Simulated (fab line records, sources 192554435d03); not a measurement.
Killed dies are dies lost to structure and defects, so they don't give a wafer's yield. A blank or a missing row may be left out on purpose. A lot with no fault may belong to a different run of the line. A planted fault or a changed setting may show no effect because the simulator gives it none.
A lot that was struck, set against a sound lot	flow n5Finfet	37 out of 1938 route steps
Sound: wafers L295.2, L295.3, L295.4. Struck: wafers L307.2, L307.4, L307.5. The cause is named last.
For every step that has rows: the tool of each side, followed by ch and its chambers, followed by its first start. Under that, the readings that differ: sound wafers	struck wafers	difference of the means	sigmas: that difference in standard deviations of wafers without a fault.
alike: readings whose means differ by less than 2 such deviations, and words and numbers that are the same on both sides. not compared: withheld readings, readings that some wafer has no value for, bounds like >300 that may hide the same value, and numbers for which the record gives no deviation and whose values overlap.
A row with sigmas, a row that says differs or no value, or rows on one side alone: a step with any of these is where the two part. When numbers do not overlap yet have no deviation, they are printed without sigmas and do not part them. Lack of a reading on every wafer of one side parts them only where that side has two or more wafers.

first, 9 steps without rows for these wafers: N5_BEOL_M14_PRE_CLEAN_42 (time 30 s); N5_BEOL_M14_SPUTTER_43 (material TaN, target thk 15 nm, time 24.19 s); N5_BEOL_M14_SPUTTER_44 (material Ta, target thk 15 nm, time 24.19 s); N5_BEOL_M14_SPUTTER_45 (material Cu, target thk 100 nm, time 16.67 s); N5_BEOL_M14_ECD_47 (material Cu, target thk 1248 nm); N5_BEOL_M14_ANNEAL_48 (time 90 s); N5_BEOL_M14_CMP_49 (polishes, stops on SiO2, t overpolish 5.2 s, target thk 560 nm); N5_BEOL_M14_PRE_CLEAN_52 (time 15 s); N5_BEOL_M14_DEP_53 (deposits SiCN from 3MS/NH3, target thk 50 nm, time 17.8 s).
N5_BEOL_M15_ILD_DEP_00: deposits SiO2 from TEOS/O2, target thk 1629.3 nm, time 346.1 s.
  sound on pecvd-01 ch 0,2, day 11 22:31; struck on pecvd-01 ch 0,1,2, day 14 22:04
reading	sound	struck	difference	sigmas
susceptorTempC (C)	399.77 400.02 399.86	392.34 392.09 392.17	-7.68	-35
model.SiO2_of_BEOL_M15_ILD_DEP_00.thkNm (nm)	1611 1604 1635	1693 1715 1724	+94	
  alike: chamberPressureTorr, heaterPowerW, showerheadPlenumPTorr, throttleValvePct
N5_BEOL_M15_THK_MEAS_01:
  sound on filmMetro-02, day 11 22:47; struck on filmMetro-02, day 14 22:19
reading	sound	struck	difference	sigmas
M15_ILD_THK (nm)	1610 1605 1636	1696 1715 1724	+95	+5
then, 10 steps without rows for these wafers: N5_BEOL_M15_COAT_58 (time 60 s, resist thk 89 nm); N5_BEOL_M15_COAT_04 (resist thk 800 nm); N5_BEOL_M15_EBR_06; N5_BEOL_M15_SOFTBAKE_05 (time 60 s); N5_BEOL_M15_EXPOSE_07 (exposes mask V14); N5_BEOL_M15_PEB_08 (peb time 90 s); N5_BEOL_M15_DEVELOP_09 (develop time 45 s); N5_BEOL_M15_HARDBAKE_14 (time 120 s); N5_BEOL_M15_DESCUM_15 (chemistry O2, time 7.9 s); N5_BEOL_M15_ETCH_59 (etches BARC in N2/H2, target depth 89 nm, overetch 26.7 nm, time 67.9 s).
N5_BEOL_M15_VIA_ETCH_16: etches SiO2 in C4F8/O2/Ar, target depth 1792.2 nm.
  sound on rieDiel-05 ch 0,1,3, day 11 23:45; struck on rieDiel-05 ch 0,1,2, day 14 22:56
reading	sound	struck	difference	sigmas
model.etch.depthNm (nm)	1611 1604 1635	1693 1715 1724	+94	
model.coat_of_BEOL_M15_COAT_04.thkNm (nm)	330 328.8 325	316.6 304.4 307.6	-18.4	
  alike: drypumpMotorCurrentA, oesProductAu, rfVppV, showerheadPlenumPTorr, throttleValvePct
then, 13 steps without rows for these wafers: N5_BEOL_M15_STRIP_63 (strips in O2); N5_BEOL_M15_STRIP_64 (strips in O2); N5_BEOL_M15_STRIP_65 (strips in post etch residue remover, time 60 s); N5_BEOL_M15_SRD_66 (time 30 s, dry time 30 s); N5_BEOL_M15_COAT_56 (time 60 s, resist thk 550 nm); N5_BEOL_M15_ETCH_57 (etches SOC in N2/H2, time 750 s); N5_BEOL_M15_COAT_60 (time 60 s, resist thk 89 nm); N5_BEOL_M15_COAT_22 (resist thk 800 nm); N5_BEOL_M15_EBR_24; N5_BEOL_M15_SOFTBAKE_23 (time 60 s); N5_BEOL_M15_EXPOSE_25 (exposes mask M15, target cd 400 nm); N5_BEOL_M15_PEB_26 (peb time 90 s); N5_BEOL_M15_DEVELOP_27 (develop time 45 s).
N5_BEOL_M15_CMP_49: polishes, stops on SiO2, t overpolish 4.9 s, target thk 850 nm.
  sound on cmp-01 ch 0,2,3, day 12 05:22; struck on cmp-02 ch 1,2,3, day 15 02:11
reading	sound	struck	difference	sigmas
model.SiO2_of_BEOL_M15_ILD_DEP_00.thkNm (nm)	1531 1524 1554	1614 1637 1646	+96	
  alike: clearingPlatenRpm, motorCurrentA
N5_PASSIVATION_PROBE_49:
  rows exist in the record for the struck wafers here (prober-02, day 15 20:48), but not for the sound ones

WHERE THEY PART
Last at N5_PASSIVATION_PROBE_49 as far as this record goes, first at N5_BEOL_M15_ILD_DEP_00.

WHY: what the simulator had put in
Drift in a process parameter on pecvd-01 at N5_BEOL_M15_ILD_DEP_00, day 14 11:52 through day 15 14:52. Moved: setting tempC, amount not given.
